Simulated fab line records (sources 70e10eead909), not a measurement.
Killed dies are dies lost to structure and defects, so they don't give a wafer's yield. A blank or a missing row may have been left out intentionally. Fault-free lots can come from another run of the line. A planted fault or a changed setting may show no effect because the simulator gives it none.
What tool caused it? :: flow nand-harc :: 24 lots with 72 wafers sampled at 6 steps, on a route of 1302 steps

## WHAT THE GAUGES READ, wafer by wafer
NHARC_P_M2_CD_MEAS_16.
lot: L074
measured: day 6 14:53
on: cd-sem-03
cd-nm (nm): 169.1 169.4 169.3

lot: L075
measured: day 6 18:07
on: cd-sem-02
cd-nm (nm): 169.5 169.8 170.1

lot: L076
measured: day 7 01:39
on: cd-sem-03
cd-nm (nm): 170.3 170.7 169.6

lot: L077
measured: day 7 19:53
on: cd-sem-02
cd-nm (nm): 170.2 170.4 170.4

lot: L078
measured: day 8 07:55
on: cd-sem-01
cd-nm (nm): 170.1 170.3 170.2

lot: L079
measured: day 8 14:41
on: cd-sem-03
cd-nm (nm): 168.8 169.0 169.8

lot: L080
measured: day 8 22:25
on: cd-sem-02
cd-nm (nm): 169.7 169.5 169.9

lot: L081
measured: day 9 15:07
on: cd-sem-03
cd-nm (nm): 169.5 169.6 169.5

lot: L082
measured: day 9 19:32
on: cd-sem-03
cd-nm (nm): 169.5 169.6 169.1

lot: L083
measured: day 10 04:30
on: cd-sem-03
cd-nm (nm): 169.7 169.8 169.9

lot: L084
measured: day 10 10:25
on: cd-sem-02
cd-nm (nm): 170.0 169.3 169.9

lot: L085
measured: day 11 01:29
on: cd-sem-01
cd-nm (nm): 169.8 170.7 170.1

lot: L086
measured: day 11 14:11
on: cd-sem-02
cd-nm (nm): 170.1 170.2 169.8

lot: L087
measured: day 12 14:05
on: cd-sem-01
cd-nm (nm): 169.9 170.5 170.4

lot: L089
measured: day 12 15:43
on: cd-sem-02
cd-nm (nm): 170.8 170.0 171.0

lot: L088
measured: day 12 16:03
on: cd-sem-01
cd-nm (nm): 170.1 169.1 170.1

lot: L090
measured: day 13 07:20
on: cd-sem-03
cd-nm (nm): 170.4 170.3 170.0

lot: L091
measured: day 13 14:49
on: cd-sem-03
cd-nm (nm): 170.1 170.4 170.4

lot: L092
measured: day 13 21:08
on: cd-sem-03
cd-nm (nm): 170.0 169.9 170.3

lot: L093
measured: day 14 12:23
on: cd-sem-02
cd-nm (nm): 170.1 169.7 169.9

lot: L094
measured: day 14 17:00
on: cd-sem-03
cd-nm (nm): 170.1 170.2 170.1

lot: L095
measured: day 15 01:08
on: cd-sem-02
cd-nm (nm): 169.4 169.0 168.9

lot: L097
measured: day 15 20:21
on: cd-sem-03
cd-nm (nm): 168.9 169.2 169.1

lot: L096
measured: day 15 21:28
on: cd-sem-02
cd-nm (nm): 170.2 168.9 169.6

NHARC_P_BONDPAD_THK_MEAS_33: measures by ellipsometry.
lot: L074
measured: day 6 18:23
on: film-metro-01
thk-nm (nm): 199.6 196.7 199.7

lot: L075
measured: day 6 21:35
on: film-metro-01
thk-nm (nm): 201.7 199.0 199.6

lot: L076
measured: day 7 05:13
on: film-metro-01
thk-nm (nm): 198.2 201.2 201.2

lot: L077
measured: day 7 23:25
on: film-metro-02
thk-nm (nm): 197.8 199.5 198.3

lot: L078
measured: day 8 11:25
on: film-metro-02
thk-nm (nm): 199.6 203.5 200.5

lot: L079
measured: day 8 18:14
on: film-metro-02
thk-nm (nm): 203.5 201.4 200.1

lot: L080
measured: day 9 02:16
on: film-metro-02
thk-nm (nm): 199.4 202.3 199.9

lot: L081
measured: day 9 18:37
on: film-metro-02
thk-nm (nm): 198.8 200.0 200.8

lot: L082
measured: day 9 23:01
on: film-metro-02
thk-nm (nm): 200.7 199.7 198.9

lot: L083
measured: day 10 08:00
on: film-metro-02
thk-nm (nm): 200.5 199.0 199.3

lot: L084
measured: day 10 14:07
on: film-metro-01
thk-nm (nm): 195.5 200.0 200.5

lot: L085
measured: day 11 05:24
on: film-metro-01
thk-nm (nm): 201.0 200.7 203.1

lot: L086
measured: day 11 17:40
on: film-metro-01
thk-nm (nm): 199.1 202.7 202.4

lot: L087
measured: day 12 17:36
on: film-metro-01
thk-nm (nm): 201.6 202.2 201.5

lot: L089
measured: day 12 19:12
on: film-metro-01
thk-nm (nm): 200.7 200.5 199.5

lot: L088
measured: day 12 19:34
on: film-metro-02
thk-nm (nm): 201.5 200.1 201.6

lot: L090
measured: day 13 10:49
on: film-metro-01
thk-nm (nm): 201.8 199.6 202.0

lot: L091
measured: day 13 18:20
on: film-metro-01
thk-nm (nm): 203.0 199.6 200.6

lot: L092
measured: day 14 00:47
on: film-metro-01
thk-nm (nm): 200.9 199.5 202.8

lot: L093
measured: day 14 15:53
on: film-metro-02
thk-nm (nm): 202.3 198.4 201.2

lot: L094
measured: day 14 20:41
on: film-metro-02
thk-nm (nm): 199.7 197.8 197.9

lot: L095
measured: day 15 05:07
on: film-metro-01
thk-nm (nm): 202.3 198.1 200.4

lot: L097
measured: day 16 00:03
on: film-metro-01
thk-nm (nm): 199.6 201.1 199.9

lot: L096
measured: day 16 01:20
on: film-metro-01
thk-nm (nm): 203.1 200.6 200.7

NHARC_A_ONON_D1_THK_MEAS_21: measures by ellipsometry.
lot: L074
measured: day 8 09:42
on: film-metro-02
thk-nm (nm): 1005 1004 1004

lot: L075
measured: day 8 09:41
on: film-metro-01
thk-nm (nm): 996 998 996

lot: L076
measured: day 8 22:46
on: film-metro-02
thk-nm (nm): 1007 1007 1008

lot: L077
measured: day 9 13:32
on: film-metro-02
thk-nm (nm): 996 996 995

lot: L078
measured: day 10 04:08
on: film-metro-01
thk-nm (nm): 998 998 1000

lot: L079
measured: day 10 10:44
on: film-metro-01
thk-nm (nm): 1005 1003 1002

lot: L080
measured: day 10 19:27
on: film-metro-02
thk-nm (nm): 1001 999 1001

lot: L081
measured: day 11 12:02
on: film-metro-02
thk-nm (nm): 996 996 997

lot: L082
measured: day 11 12:00
on: film-metro-01
thk-nm (nm): 973 972 973

lot: L083
measured: day 11 22:40
on: film-metro-01
thk-nm (nm): 1002 1001 1000

lot: L084
measured: day 12 03:55
on: film-metro-02
thk-nm (nm): 1008 1009 1008

lot: L085
measured: day 12 18:52
on: film-metro-01
thk-nm (nm): 991 986 987

lot: L086
measured: day 13 07:22
on: film-metro-02
thk-nm (nm): 986 988 987

lot: L087
measured: day 14 09:40
on: film-metro-01
thk-nm (nm): 1003 1006 1003

lot: L089
measured: day 14 10:01
on: film-metro-01
thk-nm (nm): 994 995 993

lot: L088
measured: day 14 09:48
on: film-metro-01
thk-nm (nm): 1010 1008 1009

lot: L090
measured: day 15 04:14
on: film-metro-01
thk-nm (nm): 988 988 987

lot: L091
measured: day 15 12:02
on: film-metro-02
thk-nm (nm): 1022 1021 1022

lot: L092
measured: day 15 23:17
on: film-metro-02
thk-nm (nm): 1009 1011 1012

lot: L093
measured: day 16 12:18
on: film-metro-01
thk-nm (nm): 1005 1005 1005

lot: L094
measured: day 16 12:22
on: film-metro-02
thk-nm (nm): 1011 1010 1011

lot: L095
measured: day 16 22:01
on: film-metro-01
thk-nm (nm): 1011 1011 1012

lot: L097
measured: day 17 16:12
on: film-metro-01
thk-nm (nm): 990 991 992

lot: L096
measured: day 17 16:13
on: film-metro-02
thk-nm (nm): 1010 1010 1011

## WHAT TOOL EACH LOT RAN ON (gives the tool, then ch and the chambers of the sampled wafers, and finally the start)
lot: L074
NHARC_P_M2_ETCH_28: rie-diel-08 ch 1,2, day 6 18:23 or earlier
NHARC_P_BONDPAD_PRE_CLEAN_26: pvd-sputter-01, day 8 09:42 or earlier
NHARC_P_BONDPAD_PVD_27: pvd-sputter-01, day 8 09:42 or earlier

lot: L075
NHARC_P_M2_ETCH_28: rie-diel-11 ch 0,2,3, day 6 21:35 or earlier
NHARC_P_BONDPAD_PRE_CLEAN_26: pvd-sputter-01, day 8 09:41 or earlier
NHARC_P_BONDPAD_PVD_27: pvd-sputter-01, day 8 09:41 or earlier

lot: L076
NHARC_P_M2_ETCH_28: rie-diel-01 ch 2,3, day 7 05:13 or earlier
NHARC_P_BONDPAD_PRE_CLEAN_26: pvd-sputter-02, day 8 22:46 or earlier
NHARC_P_BONDPAD_PVD_27: pvd-sputter-02, day 8 22:46 or earlier

lot: L077
NHARC_P_M2_ETCH_28: rie-diel-01 ch 1,2, day 7 23:25 or earlier
NHARC_P_BONDPAD_PRE_CLEAN_26: pvd-sputter-03, day 9 13:32 or earlier
NHARC_P_BONDPAD_PVD_27: pvd-sputter-03, day 9 13:32 or earlier

lot: L078
NHARC_P_M2_ETCH_28: rie-diel-01 ch 1,2,3, day 8 11:25 or earlier
NHARC_P_BONDPAD_PRE_CLEAN_26: pvd-sputter-01, day 10 04:08 or earlier
NHARC_P_BONDPAD_PVD_27: pvd-sputter-01, day 10 04:08 or earlier

lot: L079
NHARC_P_M2_ETCH_28: rie-diel-11 ch 0,2,3, day 8 18:14 or earlier
NHARC_P_BONDPAD_PRE_CLEAN_26: pvd-sputter-02, day 10 10:44 or earlier
NHARC_P_BONDPAD_PVD_27: pvd-sputter-02, day 10 10:44 or earlier

lot: L080
NHARC_P_M2_ETCH_28: rie-diel-11 ch 0,1,2, day 9 02:16 or earlier
NHARC_P_BONDPAD_PRE_CLEAN_26: pvd-sputter-01, day 10 19:27 or earlier
NHARC_P_BONDPAD_PVD_27: pvd-sputter-01, day 10 19:27 or earlier

lot: L081
NHARC_P_M2_ETCH_28: rie-diel-08 ch 1,2,3, day 9 18:37 or earlier
NHARC_P_BONDPAD_PRE_CLEAN_26: pvd-sputter-03, day 11 12:02 or earlier
NHARC_P_BONDPAD_PVD_27: pvd-sputter-03, day 11 12:02 or earlier

lot: L082
NHARC_P_M2_ETCH_28: rie-diel-11 ch 0,2,3, day 9 23:01 or earlier
NHARC_P_BONDPAD_PRE_CLEAN_26: pvd-sputter-03, day 11 12:00 or earlier
NHARC_P_BONDPAD_PVD_27: pvd-sputter-03, day 11 12:00 or earlier

lot: L083
NHARC_P_M2_ETCH_28: rie-diel-01 ch 1,2,3, day 10 08:00 or earlier
NHARC_P_BONDPAD_PRE_CLEAN_26: pvd-sputter-01, day 11 22:40 or earlier
NHARC_P_BONDPAD_PVD_27: pvd-sputter-01, day 11 22:40 or earlier

lot: L084
NHARC_P_M2_ETCH_28: rie-diel-11 ch 1,2, day 10 14:07 or earlier
NHARC_P_BONDPAD_PRE_CLEAN_26: pvd-sputter-02, day 12 03:55 or earlier
NHARC_P_BONDPAD_PVD_27: pvd-sputter-02, day 12 03:55 or earlier

lot: L085
NHARC_P_M2_ETCH_28: rie-diel-08 ch 2,3, day 11 05:24 or earlier
NHARC_P_BONDPAD_PRE_CLEAN_26: pvd-sputter-01, day 12 18:52 or earlier
NHARC_P_BONDPAD_PVD_27: pvd-sputter-01, day 12 18:52 or earlier

lot: L086
NHARC_P_M2_ETCH_28: rie-diel-08 ch 0,1,2, day 11 17:40 or earlier
NHARC_P_BONDPAD_PRE_CLEAN_26: pvd-sputter-02, day 13 07:22 or earlier
NHARC_P_BONDPAD_PVD_27: pvd-sputter-02, day 13 07:22 or earlier

lot: L087
NHARC_P_M2_ETCH_28: rie-diel-08 ch 0,3, day 12 17:36 or earlier
NHARC_P_BONDPAD_PRE_CLEAN_26: pvd-sputter-03, day 14 09:40 or earlier
NHARC_P_BONDPAD_PVD_27: pvd-sputter-03, day 14 09:40 or earlier

lot: L089
NHARC_P_M2_ETCH_28: rie-diel-01 ch 0,1,2, day 12 19:12 or earlier
NHARC_P_BONDPAD_PRE_CLEAN_26: pvd-sputter-03, day 14 10:01 or earlier
NHARC_P_BONDPAD_PVD_27: pvd-sputter-03, day 14 10:01 or earlier

lot: L088
NHARC_P_M2_ETCH_28: rie-diel-08 ch 0,1,3, day 12 19:34 or earlier
NHARC_P_BONDPAD_PRE_CLEAN_26: pvd-sputter-01, day 14 09:48 or earlier
NHARC_P_BONDPAD_PVD_27: pvd-sputter-01, day 14 09:48 or earlier

lot: L090
NHARC_P_M2_ETCH_28: rie-diel-01 ch 0,2,3, day 13 10:49 or earlier
NHARC_P_BONDPAD_PRE_CLEAN_26: pvd-sputter-01, day 15 04:14 or earlier
NHARC_P_BONDPAD_PVD_27: pvd-sputter-01, day 15 04:14 or earlier

lot: L091
NHARC_P_M2_ETCH_28: rie-diel-01 ch 0,3, day 13 18:20 or earlier
NHARC_P_BONDPAD_PRE_CLEAN_26: pvd-sputter-01, day 15 12:02 or earlier
NHARC_P_BONDPAD_PVD_27: pvd-sputter-01, day 15 12:02 or earlier

lot: L092
NHARC_P_M2_ETCH_28: rie-diel-08 ch 1,3, day 14 00:47 or earlier
NHARC_P_BONDPAD_PRE_CLEAN_26: pvd-sputter-03, day 15 23:17 or earlier
NHARC_P_BONDPAD_PVD_27: pvd-sputter-03, day 15 23:17 or earlier

lot: L093
NHARC_P_M2_ETCH_28: rie-diel-08 ch 0,1,2, day 14 15:53 or earlier
NHARC_P_BONDPAD_PRE_CLEAN_26: pvd-sputter-03, day 16 12:18 or earlier
NHARC_P_BONDPAD_PVD_27: pvd-sputter-03, day 16 12:18 or earlier

lot: L094
NHARC_P_M2_ETCH_28: rie-diel-11 ch 1,2,3, day 14 20:41 or earlier
NHARC_P_BONDPAD_PRE_CLEAN_26: pvd-sputter-02, day 16 12:22 or earlier
NHARC_P_BONDPAD_PVD_27: pvd-sputter-02, day 16 12:22 or earlier

lot: L095
NHARC_P_M2_ETCH_28: rie-diel-01 ch 0,3, day 15 05:07 or earlier
NHARC_P_BONDPAD_PRE_CLEAN_26: pvd-sputter-02, day 16 22:01 or earlier
NHARC_P_BONDPAD_PVD_27: pvd-sputter-02, day 16 22:01 or earlier

lot: L097
NHARC_P_M2_ETCH_28: rie-diel-11 ch 0,1,2, day 16 00:03 or earlier
NHARC_P_BONDPAD_PRE_CLEAN_26: pvd-sputter-02, day 17 16:12 or earlier
NHARC_P_BONDPAD_PVD_27: pvd-sputter-02, day 17 16:12 or earlier

lot: L096
NHARC_P_M2_ETCH_28: rie-diel-08 ch 1,2,3, day 16 01:20 or earlier
NHARC_P_BONDPAD_PRE_CLEAN_26: pvd-sputter-02, day 17 16:13 or earlier
NHARC_P_BONDPAD_PVD_27: pvd-sputter-02, day 17 16:13 or earlier
- NHARC_P_M2_ETCH_28: etches the open film in CF4/N2, target depth 30 nm, time 72.99 s.
- NHARC_P_BONDPAD_PRE_CLEAN_26: time 30 s.
- NHARC_P_BONDPAD_PVD_27: deposits Cu, target thk 30 nm, time 20.49 s.

## WHAT THE TOOLS THEMSELVES READ (means of the sampled wafers that have a number; where no wafer has one, the mark that the record gives instead)
NHARC_P_M2_ETCH_28.
lot: L074
tool: rie-diel-08
drypump-motor-current-A (A): 6.1
oes-product-au (a.u.): 1.000
rf-vpp-V (V): 314.3
showerhead-plenum-p-Torr (Torr): 2.62
throttle-valve-pct (%): 19.797

lot: L075
tool: rie-diel-11
drypump-motor-current-A (A): 5.7
oes-product-au (a.u.): 0.997
rf-vpp-V (V): 313.3
showerhead-plenum-p-Torr (Torr): 2.57
throttle-valve-pct (%): 19.791

lot: L076
tool: rie-diel-01
drypump-motor-current-A (A): 5.7
oes-product-au (a.u.): 1.005
rf-vpp-V (V): 316.0
showerhead-plenum-p-Torr (Torr): 2.71
throttle-valve-pct (%): 19.802

lot: L077
tool: rie-diel-01
drypump-motor-current-A (A): 5.6
oes-product-au (a.u.): 0.992
rf-vpp-V (V): 314.1
showerhead-plenum-p-Torr (Torr): 2.65
throttle-valve-pct (%): 19.796

lot: L078
tool: rie-diel-01
drypump-motor-current-A (A): 5.6
oes-product-au (a.u.): 1.003
rf-vpp-V (V): 314.5
showerhead-plenum-p-Torr (Torr): 2.71
throttle-valve-pct (%): 19.800

lot: L079
tool: rie-diel-11
drypump-motor-current-A (A): 5.7
oes-product-au (a.u.): 0.999
rf-vpp-V (V): 313.6
showerhead-plenum-p-Torr (Torr): 2.57
throttle-valve-pct (%): 19.793

lot: L080
tool: rie-diel-11
drypump-motor-current-A (A): 5.9
oes-product-au (a.u.): 0.993
rf-vpp-V (V): 313.9
showerhead-plenum-p-Torr (Torr): 2.59
throttle-valve-pct (%): 19.805

lot: L081
tool: rie-diel-08
drypump-motor-current-A (A): 5.9
oes-product-au (a.u.): 0.994
rf-vpp-V (V): 315.4
showerhead-plenum-p-Torr (Torr): 2.64
throttle-valve-pct (%): 19.805

lot: L082
tool: rie-diel-11
drypump-motor-current-A (A): 5.7
oes-product-au (a.u.): 1.003
rf-vpp-V (V): 312.7
showerhead-plenum-p-Torr (Torr): 2.57
throttle-valve-pct (%): 19.796

lot: L083
tool: rie-diel-01
drypump-motor-current-A (A): 5.6
oes-product-au (a.u.): 0.996
rf-vpp-V (V): 315.1
showerhead-plenum-p-Torr (Torr): 2.71
throttle-valve-pct (%): 19.784

lot: L084
tool: rie-diel-11
drypump-motor-current-A (A): 6.0
oes-product-au (a.u.): 0.988
rf-vpp-V (V): 313.3
showerhead-plenum-p-Torr (Torr): 2.58
throttle-valve-pct (%): 19.790

lot: L085
tool: rie-diel-08
drypump-motor-current-A (A): 5.7
oes-product-au (a.u.): 0.999
rf-vpp-V (V): 315.3
showerhead-plenum-p-Torr (Torr): 2.66
throttle-valve-pct (%): 19.804

lot: L086
tool: rie-diel-08
drypump-motor-current-A (A): 6.1
oes-product-au (a.u.): 1.002
rf-vpp-V (V): 314.5
showerhead-plenum-p-Torr (Torr): 2.66
throttle-valve-pct (%): 19.789

lot: L087
tool: rie-diel-08
drypump-motor-current-A (A): 6.1
oes-product-au (a.u.): 1.001
rf-vpp-V (V): 315.3
showerhead-plenum-p-Torr (Torr): 2.70
throttle-valve-pct (%): 19.794

lot: L089
tool: rie-diel-01
drypump-motor-current-A (A): 5.3
oes-product-au (a.u.): 0.990
rf-vpp-V (V): 316.2
showerhead-plenum-p-Torr (Torr): 2.71
throttle-valve-pct (%): 19.790

lot: L088
tool: rie-diel-08
drypump-motor-current-A (A): 6.1
oes-product-au (a.u.): 1.003
rf-vpp-V (V): 315.2
showerhead-plenum-p-Torr (Torr): 2.66
throttle-valve-pct (%): 19.791

lot: L090
tool: rie-diel-01
drypump-motor-current-A (A): 5.4
oes-product-au (a.u.): 0.996
rf-vpp-V (V): 315.1
showerhead-plenum-p-Torr (Torr): 2.71
throttle-valve-pct (%): 19.793

lot: L091
tool: rie-diel-01
drypump-motor-current-A (A): 5.2
oes-product-au (a.u.): 1.006
rf-vpp-V (V): 316.1
showerhead-plenum-p-Torr (Torr): 2.78
throttle-valve-pct (%): 19.804

lot: L092
tool: rie-diel-08
drypump-motor-current-A (A): 5.8
oes-product-au (a.u.): 0.998
rf-vpp-V (V): 314.4
showerhead-plenum-p-Torr (Torr): 2.63
throttle-valve-pct (%): 19.788

lot: L093
tool: rie-diel-08
drypump-motor-current-A (A): 6.1
oes-product-au (a.u.): 1.005
rf-vpp-V (V): 314.9
showerhead-plenum-p-Torr (Torr): 2.66
throttle-valve-pct (%): 19.789

lot: L094
tool: rie-diel-11
drypump-motor-current-A (A): 5.8
oes-product-au (a.u.): 1.009
rf-vpp-V (V): 313.7
showerhead-plenum-p-Torr (Torr): 2.56
throttle-valve-pct (%): 19.800

lot: L095
tool: rie-diel-01
drypump-motor-current-A (A): 5.2
oes-product-au (a.u.): 1.004
rf-vpp-V (V): 316.2
showerhead-plenum-p-Torr (Torr): 2.78
throttle-valve-pct (%): 19.796

lot: L097
tool: rie-diel-11
drypump-motor-current-A (A): 5.9
oes-product-au (a.u.): 1.005
rf-vpp-V (V): 313.3
showerhead-plenum-p-Torr (Torr): 2.59
throttle-valve-pct (%): 19.797

lot: L096
tool: rie-diel-08
drypump-motor-current-A (A): 5.9
oes-product-au (a.u.): 0.993
rf-vpp-V (V): 313.6
showerhead-plenum-p-Torr (Torr): 2.63
throttle-valve-pct (%): 19.788

NHARC_P_BONDPAD_PRE_CLEAN_26.
lot: L074
tool: pvd-sputter-01
heater-power-w (W): 398

lot: L075
tool: pvd-sputter-01
heater-power-w (W): 406

lot: L076
tool: pvd-sputter-02
heater-power-w (W): 438

lot: L077
tool: pvd-sputter-03
heater-power-w (W): 402

lot: L078
tool: pvd-sputter-01
heater-power-w (W): 396

lot: L079
tool: pvd-sputter-02
heater-power-w (W): 432

lot: L080
tool: pvd-sputter-01
heater-power-w (W): 404

lot: L081
tool: pvd-sputter-03
heater-power-w (W): 363

lot: L082
tool: pvd-sputter-03
heater-power-w (W): 420

lot: L083
tool: pvd-sputter-01
heater-power-w (W): 399

lot: L084
tool: pvd-sputter-02
heater-power-w (W): 439

lot: L085
tool: pvd-sputter-01
heater-power-w (W): 377

lot: L086
tool: pvd-sputter-02
heater-power-w (W): 413

lot: L087
tool: pvd-sputter-03
heater-power-w (W): 375

lot: L089
tool: pvd-sputter-03
heater-power-w (W): 371

lot: L088
tool: pvd-sputter-01
heater-power-w (W): 426

lot: L090
tool: pvd-sputter-01
heater-power-w (W): 412

lot: L091
tool: pvd-sputter-01
heater-power-w (W): 396

lot: L092
tool: pvd-sputter-03
heater-power-w (W): 358

lot: L093
tool: pvd-sputter-03
heater-power-w (W): 381

lot: L094
tool: pvd-sputter-02
heater-power-w (W): 429

lot: L095
tool: pvd-sputter-02
heater-power-w (W): 397

lot: L097
tool: pvd-sputter-02
heater-power-w (W): 468

lot: L096
tool: pvd-sputter-02
heater-power-w (W): 440

NHARC_P_BONDPAD_PVD_27.
lot: L074
tool: pvd-sputter-01
throttle-valve-pct (%): 30.9

lot: L075
tool: pvd-sputter-01
throttle-valve-pct (%): 30.1

lot: L076
tool: pvd-sputter-02
throttle-valve-pct (%): 30.1

lot: L077
tool: pvd-sputter-03
throttle-valve-pct (%): 29.2

lot: L078
tool: pvd-sputter-01
throttle-valve-pct (%): 29.7

lot: L079
tool: pvd-sputter-02
throttle-valve-pct (%): 29.9

lot: L080
tool: pvd-sputter-01
throttle-valve-pct (%): 30.4

lot: L081
tool: pvd-sputter-03
throttle-valve-pct (%): 30.1

lot: L082
tool: pvd-sputter-03
throttle-valve-pct (%): 29.6

lot: L083
tool: pvd-sputter-01
throttle-valve-pct (%): 30.8

lot: L084
tool: pvd-sputter-02
throttle-valve-pct (%): 30.5

lot: L085
tool: pvd-sputter-01
throttle-valve-pct (%): 29.9

lot: L086
tool: pvd-sputter-02
throttle-valve-pct (%): 30.2

lot: L087
tool: pvd-sputter-03
throttle-valve-pct (%): 29.7

lot: L089
tool: pvd-sputter-03
throttle-valve-pct (%): 29.7

lot: L088
tool: pvd-sputter-01
throttle-valve-pct (%): 30.1

lot: L090
tool: pvd-sputter-01
throttle-valve-pct (%): 30.0

lot: L091
tool: pvd-sputter-01
throttle-valve-pct (%): 30.8

lot: L092
tool: pvd-sputter-03
throttle-valve-pct (%): 30.0

lot: L093
tool: pvd-sputter-03
throttle-valve-pct (%): 29.2

lot: L094
tool: pvd-sputter-02
throttle-valve-pct (%): 30.0

lot: L095
tool: pvd-sputter-02
throttle-valve-pct (%): 29.5

lot: L097
tool: pvd-sputter-02
throttle-valve-pct (%): 30.3

lot: L096
tool: pvd-sputter-02
throttle-valve-pct (%): 30.2

## THE ANSWER, worked out from the rows above alone
Rule: the usual values come from the lots themselves. Put in order of their means at a reading, lots are off if they are a third of the lots or fewer, leave a main group of 4 or more, and stand apart from it by a gap of 3 or more times the standard deviation of the main group's means; of several such gaps the widest counts. If all means in a main group match to the digits the tables above print for the reading, that group is not used. Also off: a lot with no number at a reading for which 4 or more lots have one. Where the step has rows for the other lots, those lots are counted as sound. After the gauges, taken in route order, come the tools' own readings; for these a lot's mean is taken, as printed above. The first step at which some lot is off is used, and at that step the reading that is off furthest; a lot without a number counts as furthest.
No lot is off on any of the readings shown, so nothing can be concluded from this.

## WHAT HAD BEEN PUT IN BY THE SIMULATOR
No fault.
